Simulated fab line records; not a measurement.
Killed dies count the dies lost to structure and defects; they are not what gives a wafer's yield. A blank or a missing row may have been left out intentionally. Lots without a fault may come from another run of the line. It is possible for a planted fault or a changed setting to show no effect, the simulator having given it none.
Which of the tools did it? || flow nand_harc || 36 wafers from 12 lots sampled at 6 of the route's 1159 steps

## WHAT THE GAUGES SHOWED, per wafer
NHARC_P_ZERO_WELL_CD_MEAS_24: the cd target is 720 nm.
{"lot": "L739", "measured": "day 1 14:29", "on": "cd_sem-02", "cd_nm (nm)": "721.5 719.7 721.2"}
{"lot": "L742", "measured": "day 2 08:29", "on": "cd_sem-01", "cd_nm (nm)": "719.1 719.9 720.8"}
{"lot": "L744", "measured": "day 2 20:29", "on": "cd_sem-02", "cd_nm (nm)": "719.0 720.0 719.9"}
{"lot": "L745", "measured": "day 3 02:34", "on": "cd_sem-03", "cd_nm (nm)": "719.5 719.7 718.0"}
{"lot": "L747", "measured": "day 3 14:37", "on": "cd_sem-01", "cd_nm (nm)": "696.7 695.2 695.2"}
{"lot": "L748", "measured": "day 3 20:28", "on": "cd_sem-02", "cd_nm (nm)": "719.7 718.9 717.1"}
{"lot": "L749", "measured": "day 4 02:35", "on": "cd_sem-01", "cd_nm (nm)": "719.7 721.7 720.2"}
{"lot": "L757", "measured": "day 6 02:54", "on": "cd_sem-01", "cd_nm (nm)": "722.2 721.0 719.6"}
{"lot": "L758", "measured": "day 6 08:42", "on": "cd_sem-01", "cd_nm (nm)": "721.4 720.2 720.6"}
{"lot": "L759", "measured": "day 6 14:47", "on": "cd_sem-02", "cd_nm (nm)": "718.9 720.1 719.7"}
{"lot": "L761", "measured": "day 7 02:35", "on": "cd_sem-02", "cd_nm (nm)": "721.3 720.9 721.5"}
{"lot": "L762", "measured": "day 7 08:37", "on": "cd_sem-01", "cd_nm (nm)": "717.7 719.8 720.2"}

NHARC_P_ZERO_WELL_INSPECT_43.
{"lot": "L739", "measured": "day 1 19:26", "on": "defect_inspect-02", "raw_defect_count": "11 12 9"}
{"lot": "L742", "measured": "day 2 13:27", "on": "defect_inspect-01", "raw_defect_count": "15 19 22"}
{"lot": "L744", "measured": "day 3 01:37", "on": "defect_inspect-02", "raw_defect_count": "13 13 19"}
{"lot": "L745", "measured": "day 3 07:46", "on": "defect_inspect-01", "raw_defect_count": "11 16 22"}
{"lot": "L747", "measured": "day 3 19:43", "on": "defect_inspect-01", "raw_defect_count": "16 17 23"}
{"lot": "L748", "measured": "day 4 01:26", "on": "defect_inspect-01", "raw_defect_count": "13 11 1"}
{"lot": "L749", "measured": "day 4 08:13", "on": "defect_inspect-01", "raw_defect_count": "17 20 9"}
{"lot": "L757", "measured": "day 6 07:49", "on": "defect_inspect-01", "raw_defect_count": "27 21 17"}
{"lot": "L758", "measured": "day 6 13:53", "on": "defect_inspect-01", "raw_defect_count": "12 13 19"}
{"lot": "L759", "measured": "day 6 19:53", "on": "defect_inspect-02", "raw_defect_count": "27 10 9"}
{"lot": "L761", "measured": "day 7 07:43", "on": "defect_inspect-01", "raw_defect_count": "11 8 6"}
{"lot": "L762", "measured": "day 7 13:49", "on": "defect_inspect-01", "raw_defect_count": "17 16 12"}

NHARC_P_STI_CD_MEAS_09: the cd target is 200 nm.
{"lot": "L739", "measured": "day 2 11:02", "on": "cd_sem-03", "cd_nm (nm)": "199.0 199.6 200.7"}
{"lot": "L742", "measured": "day 3 05:17", "on": "cd_sem-01", "cd_nm (nm)": "201.5 202.1 201.9"}
{"lot": "L744", "measured": "day 3 16:56", "on": "cd_sem-01", "cd_nm (nm)": "204.1 203.6 203.9"}
{"lot": "L745", "measured": "day 3 23:05", "on": "cd_sem-01", "cd_nm (nm)": "201.2 202.5 200.4"}
{"lot": "L747", "measured": "day 4 14:38", "on": "cd_sem-02", "cd_nm (nm)": "200.7 200.7 200.7"}
{"lot": "L748", "measured": "day 4 14:48", "on": "cd_sem-01", "cd_nm (nm)": "201.4 201.1 201.5"}
{"lot": "L749", "measured": "day 5 02:06", "on": "cd_sem-01", "cd_nm (nm)": "199.6 200.0 200.9"}
{"lot": "L757", "measured": "day 7 00:37", "on": "cd_sem-02", "cd_nm (nm)": "199.7 202.4 200.8"}
{"lot": "L758", "measured": "day 7 05:18", "on": "cd_sem-01", "cd_nm (nm)": "199.2 199.8 200.5"}
{"lot": "L759", "measured": "day 7 11:07", "on": "cd_sem-01", "cd_nm (nm)": "197.8 199.4 201.5"}
{"lot": "L761", "measured": "day 8 01:41", "on": "cd_sem-02", "cd_nm (nm)": "201.2 201.6 201.4"}
{"lot": "L762", "measured": "day 8 01:52", "on": "cd_sem-02", "cd_nm (nm)": "199.8 200.2 201.4"}

NHARC_END_SORT_01.
{"lot": "L757", "measured": "day 24 16:15", "on": "prober-01", "killed_at_array": "27 28 28", "killed_at_other": "0 0 0", "killed_at_periphery": "6 4 5", "killed_dies": "33 32 33", "killed_open": "2 1 2", "killed_short": "4 4 1"}

## WHICH TOOL RAN EACH LOT (tool, then ch and the chambers of the sampled wafers, then the start)
{"lot": "L739", "NHARC_P_ZERO_WELL_EXPOSE_21": "krf_scanner-02 ch 0, day 1 14:19", "NHARC_P_STI_ETCH_31": "rie_diel-04 ch 0,2,3, no start"}
{"lot": "L742", "NHARC_P_ZERO_WELL_EXPOSE_21": "krf_scanner-04 ch 0, day 2 08:19", "NHARC_P_STI_ETCH_31": "rie_diel-10 ch 1,2,3, no start"}
{"lot": "L744", "NHARC_P_ZERO_WELL_EXPOSE_21": "krf_scanner-04 ch 0, day 2 20:20", "NHARC_P_STI_ETCH_31": "rie_diel-10 ch 0,1,2, no start"}
{"lot": "L745", "NHARC_P_ZERO_WELL_EXPOSE_21": "krf_scanner-02 ch 0, day 3 02:25", "NHARC_P_STI_ETCH_31": "rie_diel-04 ch 0,1,2, no start"}
{"lot": "L747", "NHARC_P_ZERO_WELL_EXPOSE_21": "krf_scanner-03 ch 0, day 3 14:27", "NHARC_P_STI_ETCH_31": "rie_diel-04 ch 0,1,3, no start"}
{"lot": "L748", "NHARC_P_ZERO_WELL_EXPOSE_21": "krf_scanner-03 ch 0, day 3 20:19", "NHARC_P_STI_ETCH_31": "rie_diel-03 ch 1,2, no start"}
{"lot": "L749", "NHARC_P_ZERO_WELL_EXPOSE_21": "krf_scanner-04 ch 0, day 4 02:26", "NHARC_P_STI_ETCH_31": "rie_diel-10 ch 0,1,2, no start"}
{"lot": "L757", "NHARC_P_ZERO_WELL_EXPOSE_21": "krf_scanner-04 ch 0, day 6 02:44", "NHARC_P_STI_ETCH_31": "rie_diel-10 ch 0,2,3, day 24 16:15 or earlier"}
{"lot": "L758", "NHARC_P_ZERO_WELL_EXPOSE_21": "krf_scanner-02 ch 0, day 6 08:32", "NHARC_P_STI_ETCH_31": "rie_diel-04 ch 0,1,2, no start"}
{"lot": "L759", "NHARC_P_ZERO_WELL_EXPOSE_21": "krf_scanner-04 ch 0, day 6 14:38", "NHARC_P_STI_ETCH_31": "rie_diel-04 ch 0,2,3, no start"}
{"lot": "L761", "NHARC_P_ZERO_WELL_EXPOSE_21": "krf_scanner-02 ch 0, day 7 02:25", "NHARC_P_STI_ETCH_31": "rie_diel-10 ch 1,2, no start"}
{"lot": "L762", "NHARC_P_ZERO_WELL_EXPOSE_21": "krf_scanner-02 ch 0, day 7 08:28", "NHARC_P_STI_ETCH_31": "rie_diel-04 ch 1,3, no start"}
- NHARC_P_ZERO_WELL_EXPOSE_21: exposes mask P NWELL, target cd 720 nm.
- NHARC_P_STI_ETCH_31: etches the open film in CF4/CHF3, target depth 108.9 nm, time 54.5 s.

## WHAT THE TOOLS THEMSELVES READ (means of the sampled wafers that have a number; where no wafer has one, the mark that the record gives instead)
NHARC_P_STI_ETCH_31.
{"lot": "L739", "tool": "rie_diel-04", "bias_w (W)": 200.1, "chf3_flow_sccm (sccm)": 29.97, "drypump_motor_current_A (A)": 6.1, "oes_product_au (a.u.)": 0.959, "rf_vpp_V (V)": 371.9, "showerhead_plenum_p_Torr (Torr)": 1.60, "throttle_valve_pct (%)": 16.798}
{"lot": "L742", "tool": "rie_diel-10", "bias_w (W)": 200.2, "chf3_flow_sccm (sccm)": 30.06, "drypump_motor_current_A (A)": 5.4, "oes_product_au (a.u.)": 0.961, "rf_vpp_V (V)": 370.9, "showerhead_plenum_p_Torr (Torr)": 1.57, "throttle_valve_pct (%)": 16.802}
{"lot": "L744", "tool": "rie_diel-10", "bias_w (W)": 200.1, "chf3_flow_sccm (sccm)": 30.09, "drypump_motor_current_A (A)": 5.6, "oes_product_au (a.u.)": 0.963, "rf_vpp_V (V)": 370.6, "showerhead_plenum_p_Torr (Torr)": 1.57, "throttle_valve_pct (%)": 16.796}
{"lot": "L745", "tool": "rie_diel-04", "bias_w (W)": 199.6, "chf3_flow_sccm (sccm)": 30.04, "drypump_motor_current_A (A)": 5.9, "oes_product_au (a.u.)": 0.965, "rf_vpp_V (V)": 371.6, "showerhead_plenum_p_Torr (Torr)": 1.59, "throttle_valve_pct (%)": 16.799}
{"lot": "L747", "tool": "rie_diel-04", "bias_w (W)": 199.7, "chf3_flow_sccm (sccm)": 29.96, "drypump_motor_current_A (A)": 5.6, "oes_product_au (a.u.)": 0.975, "rf_vpp_V (V)": 370.3, "showerhead_plenum_p_Torr (Torr)": 1.58, "throttle_valve_pct (%)": 16.807}
{"lot": "L748", "tool": "rie_diel-03", "bias_w (W)": 199.9, "chf3_flow_sccm (sccm)": 30.05, "drypump_motor_current_A (A)": 5.5, "oes_product_au (a.u.)": 0.966, "rf_vpp_V (V)": 371.8, "showerhead_plenum_p_Torr (Torr)": 1.63, "throttle_valve_pct (%)": 16.806}
{"lot": "L749", "tool": "rie_diel-10", "bias_w (W)": 200.3, "chf3_flow_sccm (sccm)": 30.01, "drypump_motor_current_A (A)": 5.6, "oes_product_au (a.u.)": 0.974, "rf_vpp_V (V)": 369.5, "showerhead_plenum_p_Torr (Torr)": 1.57, "throttle_valve_pct (%)": 16.798}
{"lot": "L757", "tool": "rie_diel-10", "bias_w (W)": 200.4, "chf3_flow_sccm (sccm)": 30.15, "drypump_motor_current_A (A)": 5.5, "oes_product_au (a.u.)": 0.965, "rf_vpp_V (V)": 368.4, "showerhead_plenum_p_Torr (Torr)": 1.53, "throttle_valve_pct (%)": 16.813}
{"lot": "L758", "tool": "rie_diel-04", "bias_w (W)": 199.5, "chf3_flow_sccm (sccm)": 30.06, "drypump_motor_current_A (A)": 6.0, "oes_product_au (a.u.)": 0.952, "rf_vpp_V (V)": 371.3, "showerhead_plenum_p_Torr (Torr)": 1.59, "throttle_valve_pct (%)": 16.801}
{"lot": "L759", "tool": "rie_diel-04", "bias_w (W)": 200.0, "chf3_flow_sccm (sccm)": 29.97, "drypump_motor_current_A (A)": 6.1, "oes_product_au (a.u.)": 0.964, "rf_vpp_V (V)": 371.4, "showerhead_plenum_p_Torr (Torr)": 1.60, "throttle_valve_pct (%)": 16.805}
{"lot": "L761", "tool": "rie_diel-10", "bias_w (W)": 199.5, "chf3_flow_sccm (sccm)": 29.95, "drypump_motor_current_A (A)": 5.6, "oes_product_au (a.u.)": 0.962, "rf_vpp_V (V)": 371.1, "showerhead_plenum_p_Torr (Torr)": 1.58, "throttle_valve_pct (%)": 16.811}
{"lot": "L762", "tool": "rie_diel-04", "bias_w (W)": 200.3, "chf3_flow_sccm (sccm)": 29.95, "drypump_motor_current_A (A)": 5.4, "oes_product_au (a.u.)": 0.926, "rf_vpp_V (V)": 371.9, "showerhead_plenum_p_Torr (Torr)": 1.58, "throttle_valve_pct (%)": 16.805}

## THE ANSWER, worked out from the rows above alone
Rule: the lots themselves supply what counts as usual. Put in order of their means at a reading, lots are off if they are a third of the lots or fewer, leave a main group of 4 or more, and stand apart from it by a gap of 3 or more times the standard deviation of the main group's means; of several such gaps the widest counts. The tables above print the reading to a certain number of digits; a main group whose means all agree to those digits is not used. Also off: a lot with no number at a reading for which 4 or more lots have one. All remaining lots with rows at the step are treated as sound. Order of review: gauges by route order, followed by the tools' own readings, for which a lot's mean as printed above is used. At the first step where some lot is off, the reading lying furthest off is the one used; lots without a number count as furthest.
Off: L747, at NHARC_P_ZERO_WELL_CD_MEAS_24 (cd_nm). The main group: mean 720.0 nm, standard deviation 0.84.
If a tool, at a process step before that reading, ran all the lots that are off and no sound lot after the first of them, it fits. Gauges at NHARC_P_ZERO_WELL_CD_MEAS_24: tried the same way as those tools. Of those tried, none fits.

## WHAT WAS PUT IN BY THE SIMULATOR
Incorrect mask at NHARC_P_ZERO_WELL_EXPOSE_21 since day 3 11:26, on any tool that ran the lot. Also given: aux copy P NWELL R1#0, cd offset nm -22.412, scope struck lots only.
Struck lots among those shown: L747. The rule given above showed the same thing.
